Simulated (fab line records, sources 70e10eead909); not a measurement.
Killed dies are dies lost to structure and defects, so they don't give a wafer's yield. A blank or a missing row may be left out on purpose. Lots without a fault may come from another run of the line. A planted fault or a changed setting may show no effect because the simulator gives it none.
fab line records | flow nand_harc | part 2 of 2: steps 33 to 43 of 43
record lots=5 wafers=15 last_day=29
route steps=1302 shown A_CHANNEL_FILL_D1@507 A_DECK1_JOINT@518 A_ONON_D2@545
lots that met no fault: from a run of the same line without faults
start_h: hours from the record's first day to the start of the lot's first wafer shown | wait_h: hours since the lot's step before | " the same as in the row above | L1.1+2: a row that stands for several wafers | - no value, or no start given | * or withheld: withheld | < > ~ a bound
route shown NAME@n: a module of which the file shows steps, and the number in the route of the first | usual: mean/standard deviation of fault-free wafers | same: alike in all rows | chamber/n: place in a boat | sites: the reading at each site | _std_site: their standard deviation | _edge_site: outer sites' mean less inner sites' | radius_mm: how far each site lies from the wafer's centre | mask NAME#n: copy n | behind: the tool/chamber that last shaped the wafer | hold: why the lot was held/for how many hours/how that ended | device: the transistor (n, p or np) that didn't switch | end of line: the same wafers' tests at the end of the route | a step without rows: its recipe alone | killed: dies lost to structure and defects at the first sort, not the wafer's yield | map: a wafer's dies, x killed, . not, _ none there
set.NAME: the setting as run; set.NAME@STEP: as run at that earlier step | model.NAME: the simulator's own value behind a step, which no gauge read
lots at some steps of the route; a table a step, a row a wafer
services: from which hour (start_h, from the record's first day; less than 0 if before it) a tool's chamber was out of use, for how many hours, and why
## steps
# step NHARC_A_DECK1_JOINT_DEP_16
# recipe target_thk_a=450 temp_c=400 pressure_torr=6.5 rf_w=900 teos_flow_sccm=161.4 flow_sccm=2650 target_thk_nm=45 gas=O2 material=SiO2
# usual heater_power_w=513/76 throttle_valve_pct=16.1/0.49
# columns lot.wafer tool chamber start_h wait_h heater_power_w throttle_valve_pct
L076.6 pecvd-02 2 298.23 0.2 628 15.6
L076.4 " 0 " " 446 16.5
L076.5 " 1 " " 439 15.7
L081.2 pecvd-02 1 335.78 0.1 388 15.7
L081.4 " 1 " " 383 15.7
L081.6 " 2 " " 673 15.6
L083.1 pecvd-04 0 363.41 0.1 531 16.7
L083.3 " 1 " " 512 16.6
L083.6 " 2 " " 463 16.4
L086.3 pecvd-01 2 412.17 0.1 606 15.2
L086.2 " 0 " " 600 15.9
L086.6 " 0 " " 625 15.7
L088.2 pecvd-04 2 412.22 0.1 466 16.4
L088.4 " 1 " " 467 16.5
L088.6 " 2 " " 462 16.4
# step NHARC_A_DECK1_JOINT_THK_MEAS_17
# recipe thk_meas_gauge=ellipsometry
# usual thk_nm=45.2/1.1
# columns lot.wafer tool chamber start_h wait_h thk_nm
L076.4 film_metro-01 - 298.43 0.1 46.5
L076.5 " - " " 47.4
L076.6 " - " " 47.1
L081.2 film_metro-02 - 336.07 0.3 46.1
L081.4 " - " " 44.4
L081.6 " - " " 46.0
L083.1 film_metro-01 - 363.69 0.3 44.9
L083.3 " - " " 44.8
L083.6 " - " " 43.9
L086.2 film_metro-02 - 412.45 0.2 43.4
L086.3 " - " " 44.7
L086.6 " - " " 44.7
L088.2 film_metro-01 - 412.47 0.2 43.2
L088.4 " - " " 44.8
L088.6 " - " " 45.9
# step NHARC_A_DECK1_JOINT_INSPECT_05
# usual raw_defect_count=269/89
# columns lot.wafer tool chamber start_h wait_h raw_defect_count
L076.4 defect_inspect-02 - 298.46 0.0 273
L076.5 " - " " 395
L076.6 " - " " 310
L081.2 defect_inspect-02 - 336.10 0.0 341
L081.4 " - " " 290
L081.6 " - " " 275
L083.1 defect_inspect-02 - 363.73 0.0 229
L083.3 " - " " 429
L083.6 " - " " 204
L086.2 defect_inspect-01 - 412.49 0.0 167
L086.3 " - " " 359
L086.6 " - " " 291
L088.2 defect_inspect-02 - 412.51 0.0 96
L088.4 " - " " 139
L088.6 " - " " 128
# step NHARC_A_ONON_D2_DEP_00
# recipe target_thk_a=10000 n2_flow_sccm=2750 n2o_flow_sccm=2000 nh3_flow_sccm=500 sih4_flow_sccm=210 temp_c=400
# usual nh3_flow_sccm=500.1/1.5
# columns lot.wafer tool chamber start_h wait_h nh3_flow_sccm
L076.4 pecvd_onon-03 0 298.70 0.2 502.1
L076.5 " 0 " " 502.3
L076.6 " 0 " " 503.0
L081.2 pecvd_onon-04 0 336.23 0.1 499.4
L081.4 " 0 " " 501.9
L081.6 " 0 " " 500.6
L083.1 pecvd_onon-04 0 363.79 0.1 500.4
L083.3 " 0 " " 502.1
L083.6 " 0 " " 503.7
L086.2 pecvd_onon-04 0 412.61 0.1 501.0
L086.3 " 0 " " 500.9
L086.6 " 0 " " 500.5
L088.2 pecvd_onon-01 0 412.63 0.1 498.9
L088.4 " 0 " " 498.5
L088.6 " 0 " " 499.4
# step NHARC_A_ONON_D2_THK_MEAS_02
# recipe thk_meas_gauge=ellipsometry
# usual thk_nm=1000/8.6
# columns lot.wafer tool chamber start_h wait_h thk_nm
L076.4 film_metro-01 - 299.04 - 987
L076.5 " - " " 987
L076.6 " - " " 988
L081.2 film_metro-01 - 336.68 - 987
L081.4 " - " " 988
L081.6 " - " " 985
L083.1 film_metro-01 - 364.31 - 1004
L083.3 " - " " 1004
L083.6 " - " " 1004
L086.2 film_metro-01 - 413.06 - 995
L086.3 " - " " 994
L086.6 " - " " 995
L088.2 film_metro-02 - 413.09 - 1003
L088.4 " - " " 1004
L088.6 " - " " 1003
# step NHARC_A_ONON_D2_DEP_03
# recipe target_thk_a=10000 n2_flow_sccm=2750 n2o_flow_sccm=2000 nh3_flow_sccm=500 sih4_flow_sccm=210 temp_c=400
# usual nh3_flow_sccm=499.9/1.4
# columns lot.wafer tool chamber start_h wait_h nh3_flow_sccm
L076.4 pecvd_onon-03 0 299.27 0.2 499.3
L076.5 " 0 " " 500.5
L076.6 " 0 " " 500.0
L081.2 pecvd_onon-01 0 336.79 0.1 498.3
L081.4 " 0 " " 499.5
L081.6 " 0 " " 498.8
L083.1 pecvd_onon-03 0 364.36 0.1 501.8
L083.3 " 0 " " 501.0
L083.6 " 0 " " 499.7
L086.2 pecvd_onon-04 0 413.18 0.1 498.1
L086.3 " 0 " " 498.7
L086.6 " 0 " " 501.9
L088.2 pecvd_onon-01 0 413.20 0.1 501.3
L088.4 " 0 " " 500.9
L088.6 " 0 " " 500.0
# step NHARC_A_ONON_D2_THK_MEAS_05
# recipe thk_meas_gauge=ellipsometry
# usual thk_nm=998/11
# columns lot.wafer tool chamber start_h wait_h thk_nm
L076.4 film_metro-01 - 299.60 - 994
L076.5 " - " " 993
L076.6 " - " " 993
L081.2 film_metro-01 - 337.24 - 990
L081.4 " - " " 990
L081.6 " - " " 989
L083.1 film_metro-01 - 364.88 - 1002
L083.3 " - " " 1002
L083.6 " - " " 1002
L086.2 film_metro-01 - 413.63 - 1007
L086.3 " - " " 1008
L086.6 " - " " 1008
L088.2 film_metro-02 - 413.66 - 1004
L088.4 " - " " 1006
L088.6 " - " " 1003
# step NHARC_A_ONON_D2_DEP_06
# recipe target_thk_a=10000 n2_flow_sccm=2750 n2o_flow_sccm=2000 nh3_flow_sccm=500 sih4_flow_sccm=210 temp_c=400
# usual nh3_flow_sccm=499.6/1.7
# columns lot.wafer tool chamber start_h wait_h nh3_flow_sccm
L076.4 pecvd_onon-03 0 299.84 0.2 500.0
L076.5 " 0 " " 499.9
L076.6 " 0 " " 499.8
L081.2 pecvd_onon-03 0 337.36 0.1 499.1
L081.4 " 0 " " 500.6
L081.6 " 0 " " 497.5
L083.1 pecvd_onon-01 0 364.93 0.1 499.5
L083.3 " 0 " " 498.1
L083.6 " 0 " " 500.4
L086.2 pecvd_onon-04 0 413.74 0.1 502.7
L086.3 " 0 " " 501.3
L086.6 " 0 " " 502.3
L088.2 pecvd_onon-01 0 413.77 0.1 500.6
L088.4 " 0 " " 500.5
L088.6 " 0 " " 500.7
# step NHARC_A_ONON_D2_THK_MEAS_08
# recipe thk_meas_gauge=ellipsometry
# usual thk_nm=998/12
# columns lot.wafer tool chamber start_h wait_h thk_nm
L076.4 film_metro-01 - 300.18 - 997
L076.5 " - " " 998
L076.6 " - " " 999
L081.2 film_metro-01 - 337.81 - 988
L081.4 " - " " 988
L081.6 " - " " 988
L083.1 film_metro-01 - 365.44 - 998
L083.3 " - " " 999
L083.6 " - " " 998
L086.2 film_metro-01 - 414.20 - 982
L086.3 " - " " 983
L086.6 " - " " 985
L088.2 film_metro-02 - 414.22 - 994
L088.4 " - " " 991
L088.6 " - " " 991
# step NHARC_A_ONON_D2_DEP_09
# recipe target_thk_a=10000 n2_flow_sccm=2750 n2o_flow_sccm=2000 nh3_flow_sccm=500 sih4_flow_sccm=210 temp_c=400
# usual nh3_flow_sccm=500.1/1.3
# columns lot.wafer tool chamber start_h wait_h nh3_flow_sccm
L076.4 pecvd_onon-03 0 300.41 0.2 501.1
L076.5 " 0 " " 500.0
L076.6 " 0 " " 500.1
L081.2 pecvd_onon-04 0 337.92 0.1 502.2
L081.4 " 0 " " 497.8
L081.6 " 0 " " 499.5
L083.1 pecvd_onon-04 0 365.50 0.1 500.8
L083.3 " 0 " " 500.6
L083.6 " 0 " " 501.9
L086.2 pecvd_onon-04 0 414.31 0.1 500.4
L086.3 " 0 " " 502.5
L086.6 " 0 " " 501.1
L088.2 pecvd_onon-01 0 414.34 0.1 500.1
L088.4 " 0 " " 500.2
L088.6 " 0 " " 500.0
# step NHARC_A_ONON_D2_THK_MEAS_11
# recipe thk_meas_gauge=ellipsometry
# usual thk_nm=1001/12
# columns lot.wafer tool chamber start_h wait_h thk_nm
L076.4 film_metro-02 - 300.74 - 984
L076.5 " - " " 984
L076.6 " - " " 984
L081.2 film_metro-01 - 338.38 - 993
L081.4 " - " " 992
L081.6 " - " " 994
L083.1 film_metro-01 - 366.01 - 993
L083.3 " - " " 992
L083.6 " - " " 990
L086.2 film_metro-02 - 414.77 - 1006
L086.3 " - " " 1006
L086.6 " - " " 1005
L088.2 film_metro-01 - 414.78 - 1016
L088.4 " - " " 1017
L088.6 " - " " 1016
## services
# columns tool chamber start_h hours kind
pecvd_onon-03 - 227.06 13.0 pm
rie_diel-05 - 229.60 9.0 pm
fcvd-01 0 233.15 26.6 repair
wet_h3po4-01 - 235.38 1.9 repair
wet_bench-02 - 244.00 8.0 pm
rie_si-01 3 248.16 14.9 repair
cmp-03 - 260.00 4.0 pm
wet_bench-05 - 260.82 8.0 pm
pecvd_onon-01 - 269.04 13.0 pm
wet_bench-01 - 277.60 8.0 pm
cmp-01 - 283.50 4.0 pm
wet_bench-05 - 285.73 0.9 repair
wet_bench-03 - 305.80 4.2 repair
pecvd_onon-04 - 311.00 13.0 pm
wet_bench-02 - 311.04 0.7 repair
rie_diel-05 3 335.65 17.7 repair
wet_bench-07 - 336.00 8.0 pm
fcvd-01 - 343.03 1.0 repair
wet_h3po4-01 - 343.19 8.0 pm
cmp-03 - 358.00 4.0 pm
fcvd-01 - 366.00 13.0 pm
rie_diel-05 - 406.60 9.0 pm
pecvd_onon-03 - 408.06 13.0 pm
wet_bench-02 - 410.24 1.8 repair
